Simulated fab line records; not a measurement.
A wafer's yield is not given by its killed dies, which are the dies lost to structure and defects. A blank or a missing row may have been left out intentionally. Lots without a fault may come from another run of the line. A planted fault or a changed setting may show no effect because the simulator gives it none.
The tool behind it: which one? / flow nand-harc / 12 lots with 35 wafers sampled at 4 steps, on a route of 1302 steps

## WHAT EACH GAUGE READ, for each wafer
The record holds no reading of a measuring or inspecting step that can be judged against a usual standard deviation.

## EACH LOT AND THE TOOL THAT RAN IT (in order: tool; ch and the chambers of the sampled wafers; start)
lot=L892; NHARC_A_CHANNEL_HOLE_D2_ETCH_20=har-etch-01 ch 0,1, day 13 10:55; NHARC_A_CHANNEL_HOLE_D2_ETCH_21=har-etch-01 ch 0,1, day 13 11:14; NHARC_A_CHANNEL_FILL_D2_ALD_02=ald-hk-02 ch 0,2, day 13 16:41; NHARC_A_CHANNEL_FILL_D2_ALD_14=ald-hk-02 ch 0,3, day 13 23:34
lot=L896; NHARC_A_CHANNEL_HOLE_D2_ETCH_20=har-etch-02 ch 0, day 14 16:02; NHARC_A_CHANNEL_HOLE_D2_ETCH_21=har-etch-02 ch 0, day 14 16:42; NHARC_A_CHANNEL_FILL_D2_ALD_02=ald-hk-04 ch 1,3, day 15 01:54; NHARC_A_CHANNEL_FILL_D2_ALD_14=ald-hk-02 ch 0,1,2, day 15 08:49
lot=L897; NHARC_A_CHANNEL_HOLE_D2_ETCH_20=har-etch-01 ch 0,1, day 15 12:38; NHARC_A_CHANNEL_HOLE_D2_ETCH_21=har-etch-01 ch 0,1, day 15 13:01; NHARC_A_CHANNEL_FILL_D2_ALD_02=ald-hk-03 ch 1,2,3, day 15 18:26; NHARC_A_CHANNEL_FILL_D2_ALD_14=ald-hk-03 ch 0,1,3, day 16 01:24
lot=L900; NHARC_A_CHANNEL_HOLE_D2_ETCH_20=har-etch-01 ch 0, day 16 12:32; NHARC_A_CHANNEL_HOLE_D2_ETCH_21=har-etch-01 ch 0, day 16 12:51; NHARC_A_CHANNEL_FILL_D2_ALD_02=ald-hk-04 ch 2,3, day 16 18:19; NHARC_A_CHANNEL_FILL_D2_ALD_14=ald-hk-02 ch 1,2,3, day 17 01:22
lot=L902; NHARC_A_CHANNEL_HOLE_D2_ETCH_20=har-etch-01 ch 0,1, day 17 18:25; NHARC_A_CHANNEL_HOLE_D2_ETCH_21=har-etch-01 ch 0,1, day 17 18:46; NHARC_A_CHANNEL_FILL_D2_ALD_02=ald-hk-03 ch 1,2,3, day 18 00:26; NHARC_A_CHANNEL_FILL_D2_ALD_14=ald-hk-04 ch 0,1,3, day 18 07:25
lot=L904; NHARC_A_CHANNEL_HOLE_D2_ETCH_20=har-etch-02 ch 0,1, day 18 09:16; NHARC_A_CHANNEL_HOLE_D2_ETCH_21=har-etch-02 ch 0,1, day 18 09:38; NHARC_A_CHANNEL_FILL_D2_ALD_02=ald-hk-02 ch 0,3, day 18 14:55; NHARC_A_CHANNEL_FILL_D2_ALD_14=ald-hk-04 ch 0,2,3, day 18 20:19
lot=L905; NHARC_A_CHANNEL_HOLE_D2_ETCH_20=har-etch-01 ch 1, day 19 17:55; NHARC_A_CHANNEL_HOLE_D2_ETCH_21=har-etch-01 ch 1, day 19 18:14; NHARC_A_CHANNEL_FILL_D2_ALD_02=ald-hk-04 ch 0,1, day 19 23:42; NHARC_A_CHANNEL_FILL_D2_ALD_14=ald-hk-03 ch 2,3, day 20 06:43
lot=L908; NHARC_A_CHANNEL_HOLE_D2_ETCH_20=har-etch-02 ch 0,1, day 19 18:47; NHARC_A_CHANNEL_HOLE_D2_ETCH_21=har-etch-02 ch 0,1, day 19 19:10; NHARC_A_CHANNEL_FILL_D2_ALD_02=ald-hk-04 ch 2,3, day 20 00:28; NHARC_A_CHANNEL_FILL_D2_ALD_14=ald-hk-02 ch 1,2, day 20 06:48
lot=L910; NHARC_A_CHANNEL_HOLE_D2_ETCH_20=har-etch-02 ch 0,1, day 20 10:35; NHARC_A_CHANNEL_HOLE_D2_ETCH_21=har-etch-02 ch 0,1, day 20 10:55; NHARC_A_CHANNEL_FILL_D2_ALD_02=ald-hk-02 ch 0,1,3, day 20 16:22; NHARC_A_CHANNEL_FILL_D2_ALD_14=ald-hk-03 ch 0,1,2, day 20 23:20
lot=L912; NHARC_A_CHANNEL_HOLE_D2_ETCH_20=har-etch-02 ch 0,1, day 21 13:49; NHARC_A_CHANNEL_HOLE_D2_ETCH_21=har-etch-02 ch 0,1, day 21 14:10; NHARC_A_CHANNEL_FILL_D2_ALD_02=ald-hk-02 ch 0,1,2, day 21 19:34; NHARC_A_CHANNEL_FILL_D2_ALD_14=ald-hk-04 ch 0,1,2, day 22 02:34
lot=L913; NHARC_A_CHANNEL_HOLE_D2_ETCH_20=har-etch-02 ch 0,1, day 22 08:15; NHARC_A_CHANNEL_HOLE_D2_ETCH_21=har-etch-02 ch 0,1, day 22 08:34; NHARC_A_CHANNEL_FILL_D2_ALD_02=ald-hk-04 ch 0,1,2, day 22 14:13; NHARC_A_CHANNEL_FILL_D2_ALD_14=ald-hk-03 ch 1,2, day 22 22:14
lot=L915; NHARC_A_CHANNEL_HOLE_D2_ETCH_20=har-etch-01 ch 0,1, day 22 19:08; NHARC_A_CHANNEL_HOLE_D2_ETCH_21=har-etch-01 ch 0,1, day 22 19:28; NHARC_A_CHANNEL_FILL_D2_ALD_02=ald-hk-04 ch 1,2, day 23 00:57; NHARC_A_CHANNEL_FILL_D2_ALD_14=ald-hk-03 ch 1,2, day 23 07:53
- NHARC_A_CHANNEL_HOLE_D2_ETCH_20: etches the open film in C4F8/O2/Ar, time 361.9 s, target depth 1600 nm.
- NHARC_A_CHANNEL_HOLE_D2_ETCH_21: etches the open film in C4F8/O2/Ar, time 514.3 s, target depth 1600 nm.
- NHARC_A_CHANNEL_FILL_D2_ALD_02: deposits SiO2, target thk 6 nm, pulse time 10 s, ald cycles 60.
- NHARC_A_CHANNEL_FILL_D2_ALD_14: deposits SiO2, target thk 2.5 nm, pulse time 10 s, ald cycles 25.

## AS READ BY THE TOOLS THEMSELVES (means over the sampled wafers that have a number; for cases with no such wafer, the mark the record gives instead)
NHARC_A_CHANNEL_HOLE_D2_ETCH_20. Usual: drypump-motor-current-A 5.99 A, standard deviation 0.1; he-backside-leak-sccm 5.5 sccm, standard deviation 0.43; mfc-ar-sccm 375.0 sccm, standard deviation 1.2; showerhead-plenum-p-Torr 3.71 Torr, standard deviation 0.1; throttle-valve-pct 32.155 %, standard deviation 0.0091.
lot=L892; tool=har-etch-01; drypump-motor-current-A (A)=5.89; he-backside-leak-sccm (sccm)=5.7; mfc-ar-sccm (sccm)=374.6; showerhead-plenum-p-Torr (Torr)=3.70; throttle-valve-pct (%)=32.157; flag=
lot=L896; tool=har-etch-02; drypump-motor-current-A (A)=6.12; he-backside-leak-sccm (sccm)=5.9; mfc-ar-sccm (sccm)=375.8; showerhead-plenum-p-Torr (Torr)=3.73; throttle-valve-pct (%)=32.148; flag=
lot=L897; tool=har-etch-01; drypump-motor-current-A (A)=5.92; he-backside-leak-sccm (sccm)=5.6; mfc-ar-sccm (sccm)=374.0; showerhead-plenum-p-Torr (Torr)=3.68; throttle-valve-pct (%)=32.163; flag=
lot=L900; tool=har-etch-01; drypump-motor-current-A (A)=5.97; he-backside-leak-sccm (sccm)=5.5; mfc-ar-sccm (sccm)=373.8; showerhead-plenum-p-Torr (Torr)=3.68; throttle-valve-pct (%)=32.161; flag=
lot=L902; tool=har-etch-01; drypump-motor-current-A (A)=5.93; he-backside-leak-sccm (sccm)=5.6; mfc-ar-sccm (sccm)=374.3; showerhead-plenum-p-Torr (Torr)=3.67; throttle-valve-pct (%)=32.161; flag=
lot=L904; tool=har-etch-02; drypump-motor-current-A (A)=6.06; he-backside-leak-sccm (sccm)=4.8; mfc-ar-sccm (sccm)=373.9; showerhead-plenum-p-Torr (Torr)=3.84; throttle-valve-pct (%)=32.153; flag=
lot=L905; tool=har-etch-01; drypump-motor-current-A (A)=5.83; he-backside-leak-sccm (sccm)=6.0; mfc-ar-sccm (sccm)=375.1; showerhead-plenum-p-Torr (Torr)=3.65; throttle-valve-pct (%)=32.157; flag=
lot=L908; tool=har-etch-02; drypump-motor-current-A (A)=6.10; he-backside-leak-sccm (sccm)=5.2; mfc-ar-sccm (sccm)=374.2; showerhead-plenum-p-Torr (Torr)=3.79; throttle-valve-pct (%)=32.147; flag=
lot=L910; tool=har-etch-02; drypump-motor-current-A (A)=6.09; he-backside-leak-sccm (sccm)=4.9; mfc-ar-sccm (sccm)=374.4; showerhead-plenum-p-Torr (Torr)=3.75; throttle-valve-pct (%)=32.157; flag=
lot=L912; tool=har-etch-02; drypump-motor-current-A (A)=6.08; he-backside-leak-sccm (sccm)=5.1; mfc-ar-sccm (sccm)=376.1; showerhead-plenum-p-Torr (Torr)=3.74; throttle-valve-pct (%)=32.148; flag=
lot=L913; tool=har-etch-02; drypump-motor-current-A (A)=6.09; he-backside-leak-sccm (sccm)=5.1; mfc-ar-sccm (sccm)=376.7; showerhead-plenum-p-Torr (Torr)=3.81; throttle-valve-pct (%)=32.145; flag=
lot=L915; tool=har-etch-01; drypump-motor-current-A (A)=5.88; he-backside-leak-sccm (sccm)=6.0; mfc-ar-sccm (sccm)=375.9; showerhead-plenum-p-Torr (Torr)=3.63; throttle-valve-pct (%)=32.151; flag=

NHARC_A_CHANNEL_HOLE_D2_ETCH_21. Usual: drypump-motor-current-A 5.99 A, standard deviation 0.1; he-backside-leak-sccm 5.5 sccm, standard deviation 0.5; mfc-ar-sccm 375.0 sccm, standard deviation 1.1; showerhead-plenum-p-Torr 3.71 Torr, standard deviation 0.1; throttle-valve-pct 32.155 %, standard deviation 0.01.
lot=L892; tool=har-etch-01; drypump-motor-current-A (A)=5.92; he-backside-leak-sccm (sccm)=5.6; mfc-ar-sccm (sccm)=375.1; showerhead-plenum-p-Torr (Torr)=3.70; throttle-valve-pct (%)=32.143; flag=
lot=L896; tool=har-etch-02; drypump-motor-current-A (A)=6.11; he-backside-leak-sccm (sccm)=6.0; mfc-ar-sccm (sccm)=374.8; showerhead-plenum-p-Torr (Torr)=3.73; throttle-valve-pct (%)=32.160; flag=
lot=L897; tool=har-etch-01; drypump-motor-current-A (A)=5.92; he-backside-leak-sccm (sccm)=5.5; mfc-ar-sccm (sccm)=375.3; showerhead-plenum-p-Torr (Torr)=3.68; throttle-valve-pct (%)=32.158; flag=
lot=L900; tool=har-etch-01; drypump-motor-current-A (A)=5.98; he-backside-leak-sccm (sccm)=5.5; mfc-ar-sccm (sccm)=374.6; showerhead-plenum-p-Torr (Torr)=3.68; throttle-valve-pct (%)=32.158; flag=
lot=L902; tool=har-etch-01; drypump-motor-current-A (A)=5.91; he-backside-leak-sccm (sccm)=5.7; mfc-ar-sccm (sccm)=374.7; showerhead-plenum-p-Torr (Torr)=3.67; throttle-valve-pct (%)=32.148; flag=
lot=L904; tool=har-etch-02; drypump-motor-current-A (A)=6.07; he-backside-leak-sccm (sccm)=5.1; mfc-ar-sccm (sccm)=375.1; showerhead-plenum-p-Torr (Torr)=3.84; throttle-valve-pct (%)=32.156; flag=
lot=L905; tool=har-etch-01; drypump-motor-current-A (A)=5.87; he-backside-leak-sccm (sccm)=6.3; mfc-ar-sccm (sccm)=375.4; showerhead-plenum-p-Torr (Torr)=3.65; throttle-valve-pct (%)=32.159; flag=
lot=L908; tool=har-etch-02; drypump-motor-current-A (A)=6.07; he-backside-leak-sccm (sccm)=5.1; mfc-ar-sccm (sccm)=376.7; showerhead-plenum-p-Torr (Torr)=3.79; throttle-valve-pct (%)=32.151; flag=
lot=L910; tool=har-etch-02; drypump-motor-current-A (A)=6.12; he-backside-leak-sccm (sccm)=5.0; mfc-ar-sccm (sccm)=374.5; showerhead-plenum-p-Torr (Torr)=3.75; throttle-valve-pct (%)=32.157; flag=
lot=L912; tool=har-etch-02; drypump-motor-current-A (A)=6.09; he-backside-leak-sccm (sccm)=5.2; mfc-ar-sccm (sccm)=375.3; showerhead-plenum-p-Torr (Torr)=3.74; throttle-valve-pct (%)=32.147; flag=
lot=L913; tool=har-etch-02; drypump-motor-current-A (A)=6.08; he-backside-leak-sccm (sccm)=5.2; mfc-ar-sccm (sccm)=375.9; showerhead-plenum-p-Torr (Torr)=3.81; throttle-valve-pct (%)=32.153; flag=
lot=L915; tool=har-etch-01; drypump-motor-current-A (A)=5.86; he-backside-leak-sccm (sccm)=6.0; mfc-ar-sccm (sccm)=375.3; showerhead-plenum-p-Torr (Torr)=3.63; throttle-valve-pct (%)=32.147; flag=

NHARC_A_CHANNEL_FILL_D2_ALD_02. Usual: heater-power-w 469 W, standard deviation 38; precursor-pulse-height-rel 0.999, standard deviation 0.021.
lot=L892; tool=ald-hk-02; heater-power-w (W)=475; precursor-pulse-height-rel=0.983; flag=
lot=L896; tool=ald-hk-04; heater-power-w (W)=482; precursor-pulse-height-rel=1.013; flag=
lot=L897; tool=ald-hk-03; heater-power-w (W)=450; precursor-pulse-height-rel=0.984; flag=
lot=L900; tool=ald-hk-04; heater-power-w (W)=431; precursor-pulse-height-rel=0.978; flag=
lot=L902; tool=ald-hk-03; heater-power-w (W)=463; precursor-pulse-height-rel=1.006; flag=
lot=L904; tool=ald-hk-02; heater-power-w (W)=500; precursor-pulse-height-rel=0.990; flag=
lot=L905; tool=ald-hk-04; heater-power-w (W)=478; precursor-pulse-height-rel=0.999; flag=
lot=L908; tool=ald-hk-04; heater-power-w (W)=442; precursor-pulse-height-rel=1.018; flag=
lot=L910; tool=ald-hk-02; heater-power-w (W)=475; precursor-pulse-height-rel=1.007; flag=
lot=L912; tool=ald-hk-02; heater-power-w (W)=466; precursor-pulse-height-rel=1.015; flag=
lot=L913; tool=ald-hk-04; heater-power-w (W)=458; precursor-pulse-height-rel=0.995; flag=
lot=L915; tool=ald-hk-04; heater-power-w (W)=461; precursor-pulse-height-rel=0.998; flag=

NHARC_A_CHANNEL_FILL_D2_ALD_14. Usual: heater-power-w 467 W, standard deviation 38; precursor-pulse-height-rel 1.000, standard deviation 0.02.
lot=L892; tool=ald-hk-02; heater-power-w (W)=488; precursor-pulse-height-rel=0.990; flag=
lot=L896; tool=ald-hk-02; heater-power-w (W)=447; precursor-pulse-height-rel=0.981; flag=
lot=L897; tool=ald-hk-03; heater-power-w (W)=484; precursor-pulse-height-rel=0.992; flag=
lot=L900; tool=ald-hk-02; heater-power-w (W)=476; precursor-pulse-height-rel=0.982; flag=
lot=L902; tool=ald-hk-04; heater-power-w (W)=492; precursor-pulse-height-rel=0.998; flag=
lot=L904; tool=ald-hk-04; heater-power-w (W)=465; precursor-pulse-height-rel=1.008; flag=
lot=L905; tool=ald-hk-03; heater-power-w (W)=455; precursor-pulse-height-rel=1.005; flag=
lot=L908; tool=ald-hk-02; heater-power-w (W)=455; precursor-pulse-height-rel=0.986; flag=
lot=L910; tool=ald-hk-03; heater-power-w (W)=470; precursor-pulse-height-rel=0.991; flag=
lot=L912; tool=ald-hk-04; heater-power-w (W)=455; precursor-pulse-height-rel=1.003; flag=
lot=L913; tool=ald-hk-03; heater-power-w (W)=447; precursor-pulse-height-rel=1.007; flag=
lot=L915; tool=ald-hk-03; heater-power-w (W)=483; precursor-pulse-height-rel=1.012; flag=

## THE ANSWER, worked out from the rows above alone
Rule: lot off if the mean of its wafers having a number is beyond 3 standard deviations from the usual mean. A lot without any number at a reading at which 4 lots or more have one is off too. Where the step has rows for the other lots, those lots are counted as sound. First the gauges in route order, then the tools' own readings, where a lot's mean is used as printed above. The first step at which some lot is off is used, and at that step the reading that is off furthest; a lot without a number counts as furthest.
Nothing can be told from this: no lot is off at any reading shown.

## WHAT HAD BEEN PUT IN BY THE SIMULATOR
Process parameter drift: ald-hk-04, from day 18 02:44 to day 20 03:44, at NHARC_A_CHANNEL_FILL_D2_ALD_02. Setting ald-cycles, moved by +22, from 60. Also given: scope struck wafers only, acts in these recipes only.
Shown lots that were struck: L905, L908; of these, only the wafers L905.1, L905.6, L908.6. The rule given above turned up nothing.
